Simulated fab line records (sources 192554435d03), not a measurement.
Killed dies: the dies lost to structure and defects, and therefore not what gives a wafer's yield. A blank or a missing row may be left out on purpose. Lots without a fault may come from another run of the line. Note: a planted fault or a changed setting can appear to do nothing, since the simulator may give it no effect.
fab line records | flow n5Finfet
record lots=24 wafers=72 lastDay=20
route steps=1938 shown BEOL_M7@1305 BEOL_M8@1353
lots with no fault: from the same line, run without faults
startH: start of the lot's first displayed wafer, in hours after the record's first day | waitH: hours since the lot's step before | " identical to the entry in the row above | L1.1+2: a single row standing in for several wafers | - no value, or no start was given | * or withheld: withheld | < > ~ a bound
route shown NAME@n: names a module that has steps shown in the file, with the first one's number in the route | usual: mean/standard deviation taken from wafers without a fault | same: alike in all rows | chamber/n: place in a boat | sites: each site's reading | _std_site: standard deviation across them | _edge_site: mean of outer sites minus mean of inner sites | radiusMm: for every site, how far away it sits from the centre of the wafer | mask NAME#n: copy n | behind: the tool/chamber that last shaped the wafer | hold: what put the lot on hold/how long, in hours/how the hold closed | device: which transistor (n, p or np) failed to switch | end of line: the tests these same wafers got at the end of their route | step lacking rows: just its recipe | killed: the dies lost at the first sort to structure and to defects; this is not the yield of the wafer | map: a wafer's dies, x killed, . not, _ none there
set.NAME: setting as actually run; set.NAME@STEP: the setting as run at that earlier step | model.NAME: the simulator's own value behind a step, which no gauge read
one table for each step of the route and one row for each wafer, over a sample of lots
services: a tool's chamber out of use, with start hour (startH, from the record's first day; less than 0 if before it), hours out, and reason
## steps
# step N5_BEOL_M7_VIA_ETCH_34
# recipe chemistry=C4F6/O2 target=SiCOH_lowk targetDepthA=1255 maskMaterial=SOC taperDeg=4 timeS=50.5 ionEnergyEv=250 pressureMtorr=30 sourceW=345 biasW=185 Ar_flow_sccm=300 C4F6_flow_sccm=10 O2_flow_sccm=10
# usual drypumpMotorCurrentA=5.6/0.48 oesProductAu=0.81/0.094 rfVppV=665/6.7 showerheadPlenumPTorr=2.86/0.095 throttleValvePct=20.90/0.22
# columns lot.wafer tool chamber startH waitH drypumpMotorCurrentA oesProductAu rfHoursCounterH rfVppV showerheadPlenumPTorr throttleValvePct
L074.1 rieDiel-06 1 210.96 0.0 5.6 0.70 220 672 2.92 21.25
L074.3 " 0 " " 5.2 0.92 18 658 2.81 20.75
L074.5 " 2 " " 6.4 0.74 - 658 2.73 20.73
L076.1 rieDiel-06 3 225.04 0.0 5.5 0.69 214 662 2.83 21.26
L076.2 " 0 " " 5.2 0.91 22 658 2.81 20.77
L076.4 " 2 " " 6.4 0.75 172 657 2.73 20.72
L077.2 rieDiel-06 0 225.44 0.0 5.2 0.92 22 659 2.81 20.77
L077.5 " 0 " " 5.2 0.91 - 658 2.81 20.76
L077.6 " 1 " " 5.6 0.70 - 671 2.92 21.25
L079.1 rieDiel-03 0 228.77 0.0 4.8 0.83 55 665 2.79 20.75
L079.3 " 3 " " 5.5 0.90 27 672 3.01 20.65
L079.5 " 1 " " 6.1 0.71 - 673 2.92 21.04
L075.2 rieDiel-02 3 228.91 0.0 5.8 0.79 103 656 2.75 21.25
L075.3 " 2 " " 6.0 0.74 176 667 2.95 21.00
L075.6 " 0 " " 5.6 0.91 - 657 2.79 20.81
L078.1 rieDiel-06 1 238.63 0.0 5.6 0.69 227 671 2.92 21.25
L078.4 " 3 " " 5.5 0.68 217 664 2.83 21.26
L078.6 " 0 " " 5.2 0.91 - 657 2.80 20.78
L080.1 rieDiel-06 0 255.12 0.0 5.2 0.90 29 658 2.80 20.77
L080.3 " 1 " " 5.6 0.69 231 673 2.92 21.26
L080.5 " 1 " " 5.6 0.69 - 672 2.92 21.28
L081.2 rieDiel-06 2 259.06 0.0 6.4 0.73 179 656 2.73 20.72
L081.5 " 0 " " 5.2 0.89 - 657 2.80 20.79
L081.6 " 1 " " 5.6 0.68 - 672 2.92 21.26
L082.2 rieDiel-03 1 278.07 0.0 6.0 0.70 249 673 2.92 21.05
L082.3 " 2 " " 5.3 0.93 14 674 3.02 20.76
L082.5 " 3 " " 5.5 0.86 - 672 3.00 20.69
L085.2 rieDiel-03 2 281.97 0.0 5.3 0.93 16 675 3.02 20.80
L085.3 " 3 " " 5.5 0.87 49 672 3.00 20.67
L085.4 " 2 " " 5.3 0.94 - 673 3.02 20.78
L084.2 rieDiel-03 0 312.54 0.0 4.8 0.80 85 664 2.78 20.79
L084.4 " 3 " " 5.5 0.85 58 672 2.99 20.72
L084.5 " 3 " " 5.5 0.86 - 673 2.99 20.71
L086.2 rieDiel-06 3 315.67 0.0 5.5 0.67 237 661 2.82 21.29
L086.3 " 1 " " 5.6 0.68 246 671 2.91 21.30
L086.4 " 2 " " 6.5 0.73 192 658 2.72 20.76
L089.2 rieDiel-03 0 324.83 0.0 4.8 0.77 88 662 2.78 20.80
L089.3 " 2 " " 5.3 0.91 28 674 3.01 20.80
L089.5 " 1 " " 6.0 0.98 - 672 2.91 20.70
L083.3 rieDiel-06 1 330.30 0.0 5.6 0.68 249 672 2.91 21.29
L083.4 " 0 " " 5.2 0.86 49 657 2.79 20.80
L083.5 " 0 " " 5.2 0.87 - 657 2.79 20.81
L087.1 rieDiel-02 1 333.54 0.0 6.4 0.86 55 663 2.90 20.76
L087.4 " 3 " " 5.8 0.74 138 656 2.74 21.32
L087.6 " 1 " " 6.3 0.85 - 662 2.90 20.79
L088.1 rieDiel-03 3 336.16 0.0 5.5 0.83 64 673 2.99 20.71
L088.2 " 2 " " 5.3 0.90 31 672 3.01 20.80
L088.4 " 1 " " 6.0 0.97 8 672 2.91 20.70
L090.2 rieDiel-06 2 343.27 0.0 6.5 0.72 199 657 2.72 20.76
L090.3 " 3 " " 5.5 0.67 242 663 2.82 21.28
L090.6 " 1 " " 5.6 0.67 - 672 2.91 21.33
L093.3 rieDiel-03 2 353.71 0.0 5.3 0.90 36 673 3.01 20.80
L093.4 " 0 " " 4.7 0.78 95 663 2.77 20.82
L093.5 " 1 " " 6.0 0.97 - 671 2.91 20.69
L092.1 rieDiel-03 1 361.10 0.0 6.1 0.95 15 671 2.91 20.71
L092.2 " 0 " " 4.8 0.77 97 665 2.77 20.80
L092.6 " 0 " " 4.7 0.77 - 663 2.77 20.81
L094.1 rieDiel-06 2 365.30 0.0 6.4 0.72 206 658 2.71 20.79
L094.2 " 3 " " 5.4 0.67 250 662 2.82 21.31
L094.3 " 0 " " 5.2 0.85 59 654 2.79 20.83
L091.1 rieDiel-03 0 365.52 0.0 4.8 0.77 98 664 2.77 20.79
L091.3 " 1 " " 6.1 0.96 15 672 2.91 20.73
L091.6 " 1 " " 6.0 0.94 - 674 2.91 20.70
L097.1 rieDiel-02 0 375.50 0.0 5.6 0.83 79 656 2.77 20.88
L097.2 " 1 " " 6.3 0.83 67 661 2.90 20.79
L097.5 " 0 " " 5.6 0.83 - 656 2.77 20.89
L095.4 rieDiel-06 2 375.79 0.0 6.4 0.71 - 657 2.71 20.78
L095.5 " 3 " " 5.5 0.66 - 663 2.82 21.31
L095.6 " 0 " " 5.2 0.86 - 657 2.79 20.83
L096.2 rieDiel-03 2 390.45 0.0 5.3 0.87 46 673 3.00 20.82
L096.3 " 3 " " 5.5 0.83 79 672 2.98 20.73
L096.6 " 0 " " 4.7 0.76 - 663 2.77 20.83
# step N5_BEOL_M7_PRE_CLEAN_45
# recipe gas=H2/He timeS=30 tempC=250
# usual heaterPowerW=355/38
# columns lot.wafer tool chamber startH waitH heaterPowerW
L074.1 pvdSputter-02 - 212.10 0.0 370
L074.3 " - " " 414
L074.5 " - " " 366
L076.1 pvdSputter-01 - 227.77 0.0 306
L076.2 " - " " 397
L076.4 " - " " 315
L077.2 pvdSputter-01 - 228.09 0.0 315
L077.5 " - " " 319
L077.6 " - " " 391
L075.2 pvdSputter-03 - 229.78 0.0 308
L075.3 " - " " 325
L075.6 " - " " 424
L079.1 pvdSputter-01 - 231.63 0.0 300
L079.3 " - " " 327
L079.5 " - " " 308
L078.1 pvdSputter-01 - 240.03 0.0 334
L078.4 " - " " 351
L078.6 " - " " 330
L080.1 pvdSputter-01 - 256.01 0.0 312
L080.3 " - " " 349
L080.5 " - " " 306
L081.2 pvdSputter-03 - 259.90 0.0 308
L081.5 " - " " 327
L081.6 " - " " 430
L082.2 pvdSputter-01 - 278.91 0.0 351
L082.3 " - " " 328
L082.5 " - " " 312
L085.2 pvdSputter-02 - 283.06 0.0 387
L085.3 " - " " 397
L085.4 " - " " 367
L084.2 pvdSputter-03 - 316.27 0.0 323
L084.4 " - " " 301
L084.5 " - " " 404
L086.2 pvdSputter-01 - 316.79 0.0 391
L086.3 " - " " 343
L086.4 " - " " 311
L089.2 pvdSputter-02 - 326.10 0.0 403
L089.3 " - " " 355
L089.5 " - " " 408
L083.3 pvdSputter-03 - 331.46 0.0 298
L083.4 " - " " 405
L083.5 " - " " 315
L087.1 pvdSputter-01 - 334.35 0.0 318
L087.4 " - " " 310
L087.6 " - " " 390
L088.1 pvdSputter-03 - 337.03 0.0 414
L088.2 " - " " 327
L088.4 " - " " 321
L090.2 pvdSputter-01 - 344.12 0.0 349
L090.3 " - " " 325
L090.6 " - " " 306
L093.3 pvdSputter-02 - 354.66 0.0 392
L093.4 " - " " 371
L093.5 " - " " 368
L092.1 pvdSputter-02 - 362.56 0.0 366
L092.2 " - " " 368
L092.6 " - " " 410
L094.1 pvdSputter-03 - 366.47 0.0 324
L094.2 " - " " 403
L094.3 " - " " 305
L091.1 pvdSputter-03 - 366.65 0.0 295
L091.3 " - " " 335
L091.6 " - " " 326
L097.1 pvdSputter-02 - 378.09 0.0 415
L097.2 " - " " 366
L097.5 " - " " 388
L095.4 pvdSputter-02 - 378.25 0.0 370
L095.5 " - " " 365
L095.6 " - " " 368
L096.2 pvdSputter-02 - 391.92 0.0 387
L096.3 " - " " 381
L096.6 " - " " 392
# step N5_BEOL_M7_INSPECT_58
# recipe inspectInstrument=darkfield mode=postDep
# usual rawDefectCount=75/25
# columns lot.wafer tool chamber startH waitH rawDefectCount
L074.1 defectInspect-01 - 215.72 0.0 72
L074.3 " - " " 60
L074.5 " - " " 115
L076.1 defectInspect-02 - 229.52 0.0 85
L076.2 " - " " 91
L076.4 " - " " 95
L077.2 defectInspect-01 - 230.30 0.0 130
L077.5 " - " " 82
L077.6 " - " " 84
L075.2 defectInspect-02 - 232.66 0.0 66
L075.3 " - " " 81
L075.6 " - " " 141
L079.1 defectInspect-02 - 233.33 0.0 75
L079.3 " - " " 114
L079.5 " - " " 81
L078.1 defectInspect-02 - 241.61 0.0 111
L078.4 " - " " 80
L078.6 " - " " 139
L080.1 defectInspect-01 - 258.09 0.0 98
L080.3 " - " " 121
L080.5 " - " " 94
L081.2 defectInspect-02 - 261.56 0.0 89
L081.5 " - " " 48
L081.6 " - " " 53
L082.2 defectInspect-02 - 282.56 0.0 89
L082.3 " - " " 53
L082.5 " - " " 65
L085.2 defectInspect-02 - 285.25 0.0 98
L085.3 " - " " 52
L085.4 " - " " 109
L084.2 defectInspect-02 - 317.84 0.0 74
L084.4 " - " " 38
L084.5 " - " " 56
L086.2 defectInspect-01 - 320.15 0.0 46
L086.3 " - " " 58
L086.4 " - " " 81
L089.2 defectInspect-02 - 328.19 0.0 62
L089.3 " - " " 63
L089.5 " - " " 50
L083.3 defectInspect-01 - 334.94 0.0 86
L083.4 " - " " 48
L083.5 " - " " 64
L087.1 defectInspect-01 - 336.52 0.0 59
L087.4 " - " " 74
L087.6 " - " " 66
L088.1 defectInspect-01 - 340.49 0.0 50
L088.2 " - " " 50
L088.4 " - " " 78
L090.2 defectInspect-01 - 345.73 0.0 91
L090.3 " - " " 65
L090.6 " - " " 92
L093.3 defectInspect-01 - 356.91 0.0 81
L093.4 " - " " 59
L093.5 " - " " 59
L092.1 defectInspect-01 - 364.84 0.0 58
L092.2 " - " " 38
L092.6 " - " " 52
L094.1 defectInspect-01 - 368.43 0.0 59
L094.2 " - " " 55
L094.3 " - " " 48
L091.1 defectInspect-02 - 368.70 0.0 58
L091.3 " - " " 75
L091.6 " - " " 54
L097.1 defectInspect-02 - 379.64 0.0 103
L097.2 " - " " 101
L097.5 " - " " 95
L095.4 defectInspect-02 - 380.18 0.0 38
L095.5 " - " " 61
L095.6 " - " " 57
L096.2 defectInspect-02 - 393.99 0.0 74
L096.3 " - " " 64
L096.6 " - " " 114
# step N5_BEOL_M8_HM_OPEN_17
# recipe chemistry=Cl2/BCl3 targetDepthA=200 overetchA=60 target=TiN maskMaterial=SOC ionEnergyEv=150 pressureMtorr=10 icpW=1000 biasW=126 Cl2_flow_sccm=53.25 bcl3FlowSccm=21.75 Ar_flow_sccm=25
# usual drypumpMotorCurrentA=5.94/0.12 oesProductAu=0.70/0.072 throttleValvePct=21.99/0.26
# columns lot.wafer tool chamber startH waitH drypumpMotorCurrentA oesProductAu rfHoursCounterH throttleValvePct
L074.1 rieMetal-03 0 219.67 0.0 5.79 0.79 7 22.34
L074.3 " 0 " " 5.82 0.79 - 22.35
L074.5 " 0 " " 5.78 0.78 - 22.35
L076.1 rieMetal-01 0 232.82 0.0 6.05 0.55 110 21.86
L076.2 " 1 " " 5.93 0.72 20 21.78
L076.4 " 0 " " 6.05 0.55 - 21.87
L077.2 rieMetal-03 0 232.86 0.0 5.79 0.80 8 22.34
L077.5 " 0 " " 5.79 0.79 - 22.32
L077.6 " 1 " " 5.97 0.78 - 21.83
L075.2 rieMetal-01 1 234.27 0.0 5.87 0.73 21 21.79
L075.3 " 0 " " 6.03 0.54 - 21.87
L075.6 " 1 " " 5.89 0.73 - 21.76
L079.1 rieMetal-03 0 236.46 0.0 5.82 0.78 9 22.34
L079.3 " 0 " " 5.80 0.79 - 22.35
L079.5 " 0 " " 5.79 0.78 - 22.32
L078.1 rieMetal-02 1 245.03 0.0 5.81 0.66 41 21.84
L078.4 " 1 " " 5.84 0.65 - 21.84
L078.6 " 0 " " 6.16 0.66 - 22.39
L080.1 rieMetal-01 1 259.91 0.0 5.89 0.71 22 21.80
L080.3 " 1 " " 5.89 0.71 - 21.79
L080.5 " 0 " " 6.04 0.55 - 21.87
L081.2 rieMetal-01 0 263.58 0.0 6.04 0.54 112 21.88
L081.5 " 0 " " 6.05 0.55 - 21.88
L081.6 " 1 " " 5.96 0.72 - 21.78
L082.2 rieMetal-01 1 284.76 0.2 5.92 0.72 - 21.78
L082.3 " 1 " " 5.92 0.71 - 21.77
L082.5 " 1 " " 5.91 0.71 - 21.79
L085.2 rieMetal-02 0 287.30 0.0 6.15 0.66 52 22.39
L085.3 " 1 " " 5.79 0.64 - 21.87
L085.4 " 0 " " 6.14 0.66 - 22.38
L084.2 rieMetal-02 0 320.34 0.0 6.18 0.65 55 22.38
L084.4 " 1 " " 5.80 0.64 - 21.84
L084.5 " 1 " " 5.82 0.64 - 21.84
L086.2 rieMetal-02 1 323.94 0.0 5.84 0.63 50 21.87
L086.3 " 0 " " 6.18 0.65 - 22.39
L086.4 " 1 " " 5.85 0.63 - 21.88
L089.2 rieMetal-01 1 331.68 0.0 5.89 0.70 28 21.82
L089.3 " 1 " " 5.89 0.70 - 21.82
L089.5 " 0 " " 6.04 0.84 - 21.70
L083.3 rieMetal-03 0 337.20 0.1 5.82 0.75 - 22.37
L083.4 " 1 " " 5.92 0.73 - 21.89
L083.5 " 1 " " 5.97 0.73 - 21.86
L087.1 rieMetal-03 1 337.97 0.0 5.94 0.72 20 21.89
L087.4 " 0 " " 5.78 0.75 - 22.37
L087.6 " 1 " " 5.94 0.71 - 21.88
L088.1 rieMetal-02 1 342.39 0.0 5.81 0.64 51 21.86
L088.2 " 0 " " 6.11 0.64 57 22.41
L088.4 " 0 " " 6.14 0.65 - 22.39
L090.2 rieMetal-01 0 348.25 0.0 6.05 0.82 1 21.69
L090.3 " 0 " " 6.03 0.82 - 21.70
L090.6 " 0 " " 6.04 0.83 - 21.72
L093.3 rieMetal-01 0 362.38 0.1 6.04 0.81 - 21.73
L093.4 " 1 " " 5.87 0.69 - 21.82
L093.5 " 0 " " 6.04 0.81 - 21.71
L092.1 rieMetal-03 0 367.28 0.1 5.76 0.74 18 22.36
L092.2 " 1 " " 5.94 0.72 22 21.88
L092.6 " 1 " " 5.93 0.72 - 21.89
L094.1 rieMetal-03 0 371.11 0.0 5.77 0.75 19 22.33
L094.2 " 1 " " 5.95 0.72 22 21.86
L094.3 " 1 " " 5.95 0.72 - 21.86
L091.1 rieMetal-02 1 371.17 0.0 5.82 0.63 53 21.88
L091.3 " 1 " " 5.80 0.62 - 21.88
L091.6 " 1 " " 5.81 0.63 - 21.86
L097.1 rieMetal-03 0 384.73 0.0 5.78 0.74 19 22.36
L097.2 " 1 " " 5.96 0.71 23 21.86
L097.5 " 1 " " 5.96 0.72 - 21.88
L095.4 rieMetal-02 0 385.21 0.1 6.16 0.65 - 22.38
L095.5 " 1 " " 5.83 0.64 - 21.85
L095.6 " 0 " " 6.10 0.64 - 22.40
L096.2 rieMetal-01 1 396.98 0.0 5.89 0.69 32 21.81
L096.3 " 1 " " 5.88 0.69 - 21.80
L096.6 " 1 " " 5.87 0.69 - 21.81
# step N5_BEOL_M8_ETCH_65
# recipe chemistry=CF4 target=SiARC targetDepthA=156 maskMaterial=CAR-EUV timeS=26 ionEnergyEv=80 pressureMtorr=40 sourceW=545 biasW=36 Ar_flow_sccm=100 cf4FlowSccm=100 ends=cleared
# usual drypumpMotorCurrentA=5.8/0.51 etchRfOnTimeS=26.1/0.31 oesProductAu=0.68/0.068 rfVppV=184.0/1 showerheadPlenumPTorr=2.13/0.044 throttleValvePct=15.65/0.26
# columns lot.wafer tool chamber startH waitH drypumpMotorCurrentA etchRfOnTimeS oesProductAu rfHoursCounterH rfVppV showerheadPlenumPTorr throttleValvePct
L074.1 rieDiel-04 0 225.18 0.0 6.2 26.0 0.79 10 184.5 2.19 15.33
L074.3 " 2 " " 5.5 26.5 0.59 199 182.4 2.13 15.95
L074.5 " 3 " " 5.5 26.0 0.75 - 184.7 2.19 15.48
L077.2 rieDiel-04 2 236.85 0.0 5.6 26.6 0.59 202 183.6 2.13 15.95
L077.5 " 2 " " 5.6 26.6 0.59 - 184.7 2.13 15.96
L077.6 " 3 " " 5.5 25.9 0.76 - 186.1 2.19 15.51
L079.1 rieDiel-04 1 238.34 0.0 6.2 25.6 0.81 9 184.2 2.10 15.35
L079.3 " 0 " " 6.2 26.1 0.77 12 183.9 2.19 15.34
L079.5 " 3 " " 5.5 25.8 0.75 - 185.3 2.19 15.50
L076.1 rieDiel-01 0 238.64 0.0 6.5 25.9 0.71 74 183.1 2.09 15.53
L076.2 " 3 " " 5.2 25.6 0.64 150 184.6 2.14 15.90
L076.4 " 1 " " 5.6 25.4 0.64 191 183.4 2.13 15.85
L075.2 rieDiel-01 0 239.78 0.0 6.5 26.0 0.72 75 183.1 2.09 15.54
L075.3 " 3 " " 5.2 25.8 0.65 150 184.0 2.14 15.90
L075.6 " 1 " " 5.7 26.0 0.63 - 183.8 2.13 15.84
L078.1 rieDiel-05 2 247.08 0.0 6.1 26.0 0.61 218 185.1 2.20 15.96
L078.4 " 1 " " 6.6 26.0 0.65 161 183.6 2.14 15.53
L078.6 " 1 " " 6.6 26.0 0.65 - 183.9 2.14 15.52
L080.1 rieDiel-01 3 261.96 0.0 5.2 26.0 0.63 159 184.4 2.13 15.94
L080.3 " 2 " " 5.0 25.8 0.80 13 185.3 2.19 15.21
L080.5 " 1 " " 5.6 26.0 0.63 - 184.2 2.13 15.85
L081.2 rieDiel-01 1 266.60 0.0 5.6 26.0 0.63 203 182.4 2.13 15.87
L081.5 " 0 " " 6.5 26.0 0.70 - 184.3 2.08 15.55
L081.6 " 1 " " 5.7 25.9 0.62 - 183.5 2.13 15.86
L082.2 rieDiel-04 1 285.89 0.0 6.2 26.0 0.77 24 184.1 2.09 15.37
L082.3 " 3 " " 5.5 25.7 0.74 57 185.6 2.18 15.54
L082.5 " 3 " " 5.5 26.0 0.73 - 185.2 2.18 15.54
L085.2 rieDiel-04 0 289.25 0.0 6.2 26.0 0.74 29 185.7 2.18 15.39
L085.3 " 1 " " 6.2 26.0 0.76 25 182.5 2.09 15.39
L085.4 " 3 " " 5.5 25.7 0.73 - 184.8 2.18 15.54
L084.2 rieDiel-01 2 322.76 0.0 5.0 26.2 0.76 34 184.9 2.18 15.24
L084.4 " 3 " " 5.2 26.0 0.62 180 184.1 2.13 15.97
L084.5 " 1 " " 5.6 26.2 0.61 - 183.2 2.12 15.88
L086.2 rieDiel-01 2 324.75 0.0 5.0 25.7 0.76 35 184.4 2.18 15.25
L086.3 " 1 " " 5.7 25.8 0.62 221 183.6 2.12 15.90
L086.4 " 0 " " 6.5 26.1 0.68 104 182.5 2.08 15.58
L089.2 rieDiel-04 3 333.82 0.0 5.5 25.8 0.72 72 184.9 2.18 15.58
L089.3 " 2 " " 5.5 26.7 0.57 231 184.0 2.12 16.02
L089.5 " 1 " " 6.2 25.8 0.74 - 184.9 2.09 15.41
L083.3 rieDiel-01 1 340.18 0.0 5.6 26.1 0.61 226 183.9 2.12 15.91
L083.4 " 3 " " 5.2 25.8 0.62 187 184.4 2.12 15.98
L083.5 " 2 " " 5.0 25.6 0.75 - 183.4 2.18 15.25
L087.1 rieDiel-05 3 340.82 0.0 6.0 26.1 0.65 144 183.1 2.06 15.89
L087.4 " 0 " " 5.7 26.6 0.65 125 185.7 2.24 15.78
L087.6 " 2 " " 6.0 26.6 0.59 - 183.9 2.19 16.03
L088.1 rieDiel-01 2 343.17 0.0 5.0 25.5 0.76 41 185.6 2.18 15.27
L088.2 " 1 " " 5.6 25.8 0.62 227 184.6 2.12 15.91
L088.4 " 3 " " 5.2 25.6 0.61 187 184.6 2.13 15.97
L090.2 rieDiel-01 1 349.87 0.0 5.6 26.0 0.62 229 183.0 2.12 15.91
L090.3 " 3 " " 5.2 26.0 0.61 189 180.8 2.12 15.97
L090.6 " 0 " " 6.5 26.2 0.68 - 183.8 2.07 15.61
L093.3 rieDiel-05 1 365.96 0.0 6.6 26.3 0.62 - 184.1 2.13 15.61
L093.4 " 3 " " 6.0 26.2 0.64 - 183.9 2.06 15.91
L093.5 " 3 " " 5.9 26.1 0.65 - 181.6 2.06 15.89
L092.1 rieDiel-04 1 368.07 0.0 6.2 26.3 0.72 50 183.3 2.09 15.44
L092.2 " 3 " " 5.5 26.5 0.70 81 183.1 2.17 15.59
L092.6 " 2 " " 5.5 26.9 0.57 - 184.3 2.12 16.03
L091.1 rieDiel-04 0 372.75 0.0 6.2 26.3 0.71 55 185.5 2.17 15.44
L091.3 " 3 " " 5.5 26.0 0.71 83 184.9 2.17 15.59
L091.6 " 2 " " 5.5 26.6 0.56 - 181.3 2.11 16.02
L094.1 rieDiel-01 3 373.23 0.0 5.2 25.7 0.61 198 183.7 2.12 16.00
L094.2 " 0 " " 6.5 26.4 0.66 122 183.4 2.07 15.64
L094.3 " 1 " " 5.6 26.2 0.60 237 184.6 2.11 15.93
L097.1 rieDiel-01 2 385.52 0.0 5.0 25.9 0.73 55 184.0 2.17 15.27
L097.2 " 3 " " 5.2 25.9 0.60 202 183.5 2.12 15.99
L097.5 " 0 " " 6.5 26.2 0.66 - 182.8 2.07 15.62
L095.4 rieDiel-04 1 385.85 0.0 6.2 25.8 0.73 55 182.8 2.08 15.44
L095.5 " 0 " " 6.2 26.1 0.70 - 184.8 2.17 15.43
L095.6 " 3 " " 5.5 25.8 0.70 - 184.0 2.17 15.59
L096.2 rieDiel-01 0 397.95 0.0 6.5 26.3 0.66 132 184.0 2.07 15.63
L096.3 " 1 " " 5.6 26.0 0.60 247 183.1 2.11 15.96
L096.6 " 0 " " 6.5 26.3 0.66 - 182.7 2.07 15.64
# step N5_BEOL_M8_DEGAS_44
# recipe ambient=vacuum tempC=250 timeS=60
# usual heaterPowerW=350/39
# columns lot.wafer tool chamber startH waitH heaterPowerW
L074.1 pvdSputter-01 - 227.89 2.1 346
L074.3 " - " " 390
L074.5 " - " " 348
L077.2 pvdSputter-01 - 238.06 0.4 326
L077.5 " - " " 341
L077.6 " - " " 403
L079.1 pvdSputter-01 - 239.43 0.3 312
L079.3 " - " " 397
L079.5 " - " " 319
L076.1 pvdSputter-01 - 240.33 0.3 300
L076.2 " - " " 320
L076.4 " - " " 350
L075.2 pvdSputter-03 - 241.99 0.4 327
L075.3 " - " " 414
L075.6 " - " " 332
L078.1 pvdSputter-01 - 247.97 0.3 308
L078.4 " - " " 323
L078.6 " - " " 323
L080.1 pvdSputter-01 - 263.08 0.4 335
L080.3 " - " " 403
L080.5 " - " " 325
L081.2 pvdSputter-03 - 267.79 0.5 333
L081.5 " - " " 324
L081.6 " - " " 405
L082.2 pvdSputter-01 - 286.85 0.3 354
L082.3 " - " " 307
L082.5 " - " " 315
L085.2 pvdSputter-03 - 290.30 0.4 324
L085.3 " - " " 303
L085.4 " - " " 332
L084.2 pvdSputter-03 - 323.67 0.2 403
L084.4 " - " " 320
L084.5 " - " " 331
L086.2 pvdSputter-02 - 326.14 0.7 364
L086.3 " - " " 409
L086.4 " - " " 363
L089.2 pvdSputter-03 - 335.65 1.2 298
L089.3 " - " " 414
L089.5 " - " " 311
L083.3 pvdSputter-03 - 341.57 0.7 407
L083.4 " - " " 334
L083.5 " - " " 304
L087.1 pvdSputter-02 - 342.09 0.6 370
L087.4 " - " " 386
L087.6 " - " " 386
L088.1 pvdSputter-01 - 344.40 0.3 309
L088.2 " - " " 327
L088.4 " - " " 405
L090.2 pvdSputter-01 - 351.07 0.4 394
L090.3 " - " " 316
L090.6 " - " " 397
L093.3 pvdSputter-01 - 367.37 0.4 323
L093.4 " - " " 307
L093.5 " - " " 319
L092.1 pvdSputter-02 - 369.60 0.7 363
L092.2 " - " " 407
L092.6 " - " " 369
L091.1 pvdSputter-01 - 373.96 0.6 340
L091.3 " - " " 296
L091.6 " - " " 346
L094.1 pvdSputter-03 - 374.81 0.9 302
L094.2 " - " " 422
L094.3 " - " " 322
L097.1 pvdSputter-01 - 386.86 0.7 313
L097.2 " - " " 400
L097.5 " - " " 356
L095.4 pvdSputter-03 - 386.90 0.3 415
L095.5 " - " " 336
L095.6 " - " " 408
L096.2 pvdSputter-01 - 399.20 0.6 396
L096.3 " - " " 320
L096.6 " - " " 401
## services
# columns tool chamber startH hours kind
rieDiel-01 2 190.80 1.6 repair
rieMetal-01 - 192.91 1.4 pm
rieMetal-02 0 207.82 1.5 repair
rieDiel-02 2 214.00 6.4 repair
rieDiel-04 0 214.62 7.9 repair
rieDiel-02 1 219.30 40.8 repair
rieDiel-05 - 236.95 2.4 repair
rieMetal-01 - 239.29 14.6 pm
rieMetal-03 0 249.06 38.5 repair
rieDiel-06 3 252.54 2.8 repair
rieDiel-03 1 260.48 6.6 repair
pvdSputter-02 - 265.13 12.8 repair
rieMetal-01 0 283.97 2.3 repair
rieDiel-04 2 287.32 7.5 repair
rieDiel-04 2 308.08 5.8 repair
rieDiel-05 2 313.06 5.9 repair
rieDiel-03 3 318.68 3.2 repair
rieDiel-06 3 326.10 3.0 repair
rieDiel-04 2 326.28 1.8 repair
pvdSputter-03 - 361.72 2.7 repair
rieDiel-03 2 381.01 1.2 repair
rieDiel-02 - 383.04 0.7 repair
rieDiel-06 - 385.21 14.6 pm
rieDiel-03 1 388.62 8.8 repair
## key
fault none
